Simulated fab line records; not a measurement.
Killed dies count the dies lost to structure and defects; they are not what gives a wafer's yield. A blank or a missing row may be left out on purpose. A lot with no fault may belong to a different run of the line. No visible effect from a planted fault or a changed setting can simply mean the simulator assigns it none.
Struck lot and sound lot, side by side | flow nand-harc | 11 steps out of a route of 1302
Sound: the wafers L450.2, L450.4, L450.6. Wafers struck: L459.3, L459.4, L459.6. The cause is given at the end.
Order at every step that has rows: each side's tool, ch and its chambers, its first start. Under that, the readings that differ: sound wafers | struck wafers | difference of the means | sigmas: that difference in standard deviations of wafers without a fault.
alike: a reading whose means differ by less than 2 such deviations, as well as words and numbers matching on both sides. not compared: withheld readings; readings where some wafer has no value; bounds like >300 that might hide an equal value; numbers whose values overlap and for which the record gives no deviation.
The two part at a step that has a row with sigmas, a row that says differs or no value, or rows on one side only. Numbers that don't overlap but have no deviation are shown without sigmas and don't part them. A reading missing from all wafers of one side parts the sides only when that side holds two or more wafers.

NHARC_P_START_INSPECT_01:
  struck on defect-inspect-02, day 5 14:03; sound on defect-inspect-01, day 1 20:02
  alike: raw-defect-count
then, 7 steps without rows for these wafers: NHARC_P_ZERO_WELL_PRECLEAN_00 (cleans in SPM, time 600 s); NHARC_P_ZERO_WELL_SRD_01; NHARC_P_ZERO_WELL_PECVD_02 (deposits SiO2, target thk 10 nm); NHARC_P_ZERO_WELL_DEHYDRATE_03 (time 120 s); NHARC_P_ZERO_WELL_HMDS_04 (time 30 s); NHARC_P_ZERO_WELL_COAT_64 (time 65 s); NHARC_P_ZERO_WELL_COAT_05 (resist thk 600 nm).
NHARC_P_ZERO_WELL_SOFTBAKE_06: time 70 s.
  sound on litho-track-02 ch 0, day 1 20:00; struck on litho-track-02 ch 0, day 5 14:00
  reading                  | sound             | struck            | difference | sigmas
  heater-power-total-W (W) | 202.6 199.4 201.7 | 194.1 193.0 191.9 | -8.2       | -6
  alike: chill-plate-temp-C
then, 2 steps without rows for these wafers: NHARC_P_ZERO_WELL_EBR_07; NHARC_END_SORT_01.

WHERE THEY PART
Only at NHARC_P_ZERO_WELL_SOFTBAKE_06, as far as this record shows.

WHY: whatever the simulator had introduced
Process parameters drifting: litho-track-02 at NHARC_P_ZERO_WELL_SOFTBAKE_06, beginning at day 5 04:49. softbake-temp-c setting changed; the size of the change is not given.
